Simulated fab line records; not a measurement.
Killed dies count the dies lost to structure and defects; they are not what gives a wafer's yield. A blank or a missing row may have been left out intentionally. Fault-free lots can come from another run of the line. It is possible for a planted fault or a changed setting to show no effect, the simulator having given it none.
A lot that was struck, set against a sound lot | flow n5Finfet | 15 out of 1938 route steps
Sound: these wafers, L942.4, L942.5, L942.6. Struck: wafer L959.3 (L959.1, L959.6, from the same lot, were not struck and are left out); the cause is given at the end.
Per side, at each step with rows, come the tool, then ch with its chambers, and then its first start. Under that, the readings that differ: sound wafers | struck wafers | difference of the means | sigmas: that difference in standard deviations of wafers without a fault.
alike: readings whose means differ by less than 2 such deviations, and words and numbers that are the same on both sides. not compared: withheld readings, readings that some wafer has no value for, bounds like >300 that may hide the same value, and numbers for which the record gives no deviation and whose values overlap.
Wherever a step has rows on one side only, a row that says differs or no value, or a row with sigmas, the two part there. Non-overlapping numbers with no deviation appear without sigmas and do not part them. Lack of a reading on every wafer of one side parts them only where that side has two or more wafers.

first, 3 steps without rows for these wafers: N5_FIN_SAQP_SRD_66 (time 30 s); N5_FIN_SAQP_RECESS_75 (chemistry HF/NH3, target SiO2, target depth 14.4 nm, afs cycles 3, sublimation time 60 s); N5_FIN_SAQP_SPACER1_ALD_24 (deposits SiO2, target thk 20.3 nm, pulse time 1 s, purge time 2 s).
N5_FIN_SAQP_SPACER1_ETCHBACK_25: etches SiO2 in CHF3/O2, target depth 24.4 nm, time 12.2 s.
  sound on rieDiel-02 ch 1,2,3, day 2 06:37; struck on rieDiel-03 ch 2, day 6 12:15
  alike: CHF3_flow_sccm, drypumpMotorCurrentA, mfcArSccm, oes_f_703_au, oes_o_777_au, oesProductAu, rfVppV, showerheadPlenumPTorr, throttleValvePct
  not compared: rfHoursCounterH
N5_FIN_SAQP_MANDREL1_REMOVE_56: chemistry HBr/Cl2/O2, target a-Si, stops on SiNx, bt time 10 s.
  sound on rieSi-02 ch 0,1,3, day 2 06:43; struck on rieSi-02 ch 0, day 6 12:20
  alike: drypumpMotorCurrentA, oes_o_777_au, oesProductAu, throttleValvePct
  not compared: rfHoursCounterH
N5_FIN_SAQP_CD_MEAS_27: the cd target is 20 nm.
  sound on cdSem-02 ch 0, day 2 06:50; struck on cdSem-02 ch 0, day 6 12:26
  alike: cdNm
N5_FIN_SAQP_ETCH_57: etches SiNx in CH3F/O2, target depth 32.5 nm, time 46.4 s.
  sound on rieDiel-06 ch 0,1,3, day 2 06:52; struck on rieDiel-02 ch 0, day 6 12:29
  alike: drypumpMotorCurrentA, etchRfOnTimeS, mfcArSccm, oes_f_703_au, oes_o_777_au, oesProductAu, rfVppV, showerheadPlenumPTorr, throttleValvePct
  not compared: rfHoursCounterH
then, 4 steps without rows for these wafers: N5_FIN_SAQP_ETCH_65 (etches SiO2 in CF4, target depth 4 nm, time 4.4 s); N5_FIN_SAQP_MANDREL_ETCH_58 (etches a-Si in HBr/Cl2, stops on SiNx, target depth 45 nm, bt time 10 s, time 27 s); N5_FIN_SAQP_RECESS_63 (chemistry HF/NH3, target SiO2, target depth 18 nm, afs cycles 3, sublimation time 60 s); N5_FIN_SAQP_COAT_68 (time 60 s, resist thk 100 nm).
N5_FIN_SAQP_ETCH_69: etches SOC in N2/H2, stops on SiNx, target depth 150 nm.
  sound on rieDiel-06 ch 1,2,3, day 2 07:32; struck on rieDiel-06 ch 2, day 6 13:10
  alike: drypumpMotorCurrentA, n2FlowSccm, oesProductAu, rfVppV, showerheadPlenumPTorr, throttleValvePct
  not compared: rfHoursCounterH
N5_FIN_SAQP_ETCH_67: etches SiNx in CH3F/O2, target depth 30 nm.
  sound on rieDiel-06 ch 1,2,3, day 2 07:36; struck on rieDiel-06 ch 2, day 6 13:13
reading                 | sound             | struck | difference | sigmas
model.etch.depthNm (nm) | 29.31 30.53 29.84 | 25.51  | -4.38      | 
  alike: drypumpMotorCurrentA, mfcArSccm, oes_f_703_au, oes_o_777_au, oesProductAu, rfVppV, showerheadPlenumPTorr, throttleValvePct
  not compared: rfHoursCounterH
N5_FIN_SAQP_STRIP_70: strips in N2/H2.
  sound on rieDiel-06 ch 1,2,3, day 2 07:38; struck on rieDiel-06 ch 2, day 6 13:16
  alike: drypumpMotorCurrentA, n2FlowSccm, oesProductAu, powerW, rfVppV, showerheadPlenumPTorr, throttleValvePct
  not compared: rfHoursCounterH
then, 1 step without rows for these wafers: N5_PASSIVATION_PROBE_49.

== WHERE THEY PART ==
Nowhere in this record.

WHY: whatever the simulator had introduced
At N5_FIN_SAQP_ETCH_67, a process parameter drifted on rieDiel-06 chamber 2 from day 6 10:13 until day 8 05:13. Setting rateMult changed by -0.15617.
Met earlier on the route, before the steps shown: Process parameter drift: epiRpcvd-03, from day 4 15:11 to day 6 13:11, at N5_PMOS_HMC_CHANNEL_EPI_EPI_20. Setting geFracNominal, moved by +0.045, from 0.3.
